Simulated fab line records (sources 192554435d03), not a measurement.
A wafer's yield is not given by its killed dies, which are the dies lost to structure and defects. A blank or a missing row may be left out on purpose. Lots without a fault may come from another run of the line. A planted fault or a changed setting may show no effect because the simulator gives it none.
A struck lot beside a sound one    flow n5Finfet    15 steps out of a route of 1938
Sound: these wafers, L972.1, L972.3, L972.4. Struck: wafers L963.4, L963.5. (L963.1 of the same lot was not struck and is left out.) The cause comes at the end.
Order at every step that has rows: each side's tool, ch and its chambers, its first start. Under that, the readings that differ: sound wafers    struck wafers    difference of the means    sigmas: that difference in standard deviations of wafers without a fault.
alike: a reading whose means differ by less than 2 such deviations, as well as words and numbers matching on both sides. not compared: withheld readings; readings where some wafer has no value; bounds like >300 that might hide an equal value; numbers whose values overlap and for which the record gives no deviation.
Wherever a step has rows on one side only, a row that says differs or no value, or a row with sigmas, the two part there. Non-overlapping numbers with no deviation appear without sigmas and do not part them. Lack of a reading on every wafer of one side parts them only where that side has two or more wafers.

first, 2 steps without rows for these wafers: N5_BEOL_M13_ETCH_68 (etches SOC in N2/H2, time 355 s); N5_BEOL_M13_STRIP_69 (strips in N2/H2).
N5_BEOL_M13_TRENCH_ETCH_34: etches SiOC in C4F8/O2/Ar, target depth 413.47 nm, time 162.6 s.
  sound on rieDiel-05 ch 0,1,3, day 16 04:34; struck on rieDiel-05 ch 1,3, day 14 02:45
  alike: chamberPressureMTorr, drypumpMotorCurrentA, oesProductAu, rfVppV, showerheadPlenumPTorr, throttleValvePct
  not compared: rfHoursCounterH
then, 1 step without rows for these wafers: N5_BEOL_M13_STRIP_70 (strips in C4F8/O2/Ar).
N5_BEOL_M13_OCD_MEAS_35:
  sound: ocd-02 at day 16 04:44; struck: ocd-02 at day 14 02:55
  alike: trenchDepthNm
then, 1 step without rows for these wafers: N5_BEOL_M13_STRIP_37 (strips in N2/H2).
N5_BEOL_M13_ETCH_38: etches SiCN in CF4/N2, target depth 67.5 nm, time 71.9 s.
  sound on rieDiel-02 ch 0,1,2, day 16 05:17; struck on rieDiel-05 ch 0, day 14 03:02
  alike: chamberPressureMTorr, drypumpMotorCurrentA, oesProductAu, rfVppV, showerheadPlenumPTorr, throttleValvePct
  not compared: rfHoursCounterH
then, 2 steps without rows for these wafers: N5_BEOL_M13_PRECLEAN_39 (cleans in residue remover, time 60 s); N5_BEOL_M13_SRD_40 (time 30 s, dry time 30 s).
N5_BEOL_M13_DEGAS_41: time 60 s.
  sound: pvdSputter-01 at day 16 05:44; struck: pvdSputter-03 at day 14 05:05
  alike: heaterPowerW
then, 1 step without rows for these wafers: N5_BEOL_M13_PRE_CLEAN_42 (time 30 s).
N5_BEOL_M13_SPUTTER_43: material TaN, target thk 15 nm, time 24.19 s.
  sound: pvdSputter-01 at day 16 05:49; struck: pvdSputter-03 at day 14 05:10
  alike: chamberPressurePa, throttleValvePct
N5_BEOL_M13_SPUTTER_44: material Ta, target thk 10 nm, time 16.13 s.
  sound: pvdSputter-01 at day 16 05:53; struck: pvdSputter-03 at day 14 05:14
reading                                     sound        struck   difference  sigmas
model.Ta_of_BEOL_M13_SPUTTER_44.thkNm (nm)  9.8 10 10.2  8.4 8.6  -1.5        
  alike: chamberPressurePa, throttleValvePct
N5_BEOL_M13_SPUTTER_45: material Cu, target thk 80 nm, time 13.33 s.
  sound: pvdSputter-01 at day 16 05:58; struck: pvdSputter-03 at day 14 05:19
  alike: chamberPressurePa, throttleValvePct
N5_PASSIVATION_PROBE_49:
  sound: prober-01 at day 17 10:22; struck: prober-01 at day 15 07:07
reading                 sound     struck  difference  sigmas
killed_at_M4_up         13 16 13  22 30   +12         +2
sort_bin_4_leakage (%)  0 0 0.25  0 0     +0          -3
  alike: defectLimitedYield, killed_at_M0_to_M3, killedAtContacts, killedAtFrontEnd, killedAtOther, killedDies, killedOpen, killedShort, sort_bin_5_function, sort_bin_6_memory, sortNPass, sortYieldPct

## WHERE THEY PART
Only at N5_PASSIVATION_PROBE_49, within this record.

WHY: what the simulator had put in
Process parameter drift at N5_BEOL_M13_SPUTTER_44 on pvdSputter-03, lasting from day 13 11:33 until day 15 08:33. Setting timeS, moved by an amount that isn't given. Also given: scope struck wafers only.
